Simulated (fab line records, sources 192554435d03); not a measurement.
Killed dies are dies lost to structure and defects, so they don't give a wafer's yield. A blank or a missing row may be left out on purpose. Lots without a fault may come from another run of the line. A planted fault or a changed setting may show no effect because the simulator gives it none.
Which tool did it? | flow n5_finfet | 22 lots, 66 wafers sampled, at 1 step of a route of 1938

WHAT THE GAUGES READ, wafer by wafer
N5_MOL_CONTACT_COAG_INSPECT_10: inspects for defects (brightfield).
lot  | measured     | on                | raw_defect_count
L074 | day 4 15:48  | defect_inspect-02 | 67 56 91
L075 | day 5 02:26  | defect_inspect-02 | 84 85 86
L076 | day 5 04:11  | defect_inspect-02 | 44 66 77
L077 | day 5 14:52  | defect_inspect-02 | 66 57 34
L078 | day 5 15:51  | defect_inspect-01 | 41 42 45
L079 | day 6 01:13  | defect_inspect-02 | 90 96 71
L080 | day 6 02:47  | defect_inspect-01 | 94 150 86
L081 | day 6 09:16  | defect_inspect-01 | 31 47 22
L082 | day 6 18:50  | defect_inspect-02 | 50 87 105
L083 | day 6 22:22  | defect_inspect-02 | 51 202 88
L085 | day 7 10:01  | defect_inspect-01 | 56 42 75
L086 | day 7 18:48  | defect_inspect-01 | 61 19 30
L087 | day 8 01:29  | defect_inspect-02 | 77 50 86
L088 | day 8 03:56  | defect_inspect-02 | 69 83 80
L089 | day 8 12:15  | defect_inspect-01 | 39 115 100
L090 | day 8 13:42  | defect_inspect-01 | 38 34 50
L091 | day 8 22:01  | defect_inspect-01 | 62 62 78
L092 | day 9 09:07  | defect_inspect-02 | 75 93 40
L093 | day 9 10:09  | defect_inspect-02 | 165 59 126
L094 | day 9 15:26  | defect_inspect-01 | 63 66 81
L095 | day 10 00:43 | defect_inspect-02 | 49 83 97
L097 | day 10 10:05 | defect_inspect-02 | 48 52 44

WHICH TOOL RAN EACH LOT (tool, then ch and the chambers of the sampled wafers, then the start)
The record holds no process step before these readings.

WHAT THE TOOLS THEMSELVES READ (means of the sampled wafers that have a number; where no wafer has one, the mark that the record gives instead)
The record holds no such reading with a usual standard deviation.

THE ANSWER, worked out from the rows above alone
Rule: what is usual is taken from the lots themselves. Put in order of their means at a reading, lots are off if they are a third of the lots or fewer, leave a main group of 4 or more, and stand apart from it by a gap of 3 or more times the standard deviation of the main group's means; of several such gaps the widest counts. A main group whose means are all the same, to the digits that the tables above print for the reading, isn't used. A lot without any number at a reading at which 4 lots or more have one is off too. The other lots that the step has rows for count as sound. The gauges are gone through in route order, then the tools' own readings, and for those a lot's mean is taken as printed above. The first step at which some lot is off is used, and at that step the reading that is off furthest; a lot without a number counts as furthest.
No lot is off at any reading shown: from this, nothing can be told.

WHAT THE SIMULATOR HAD PUT IN
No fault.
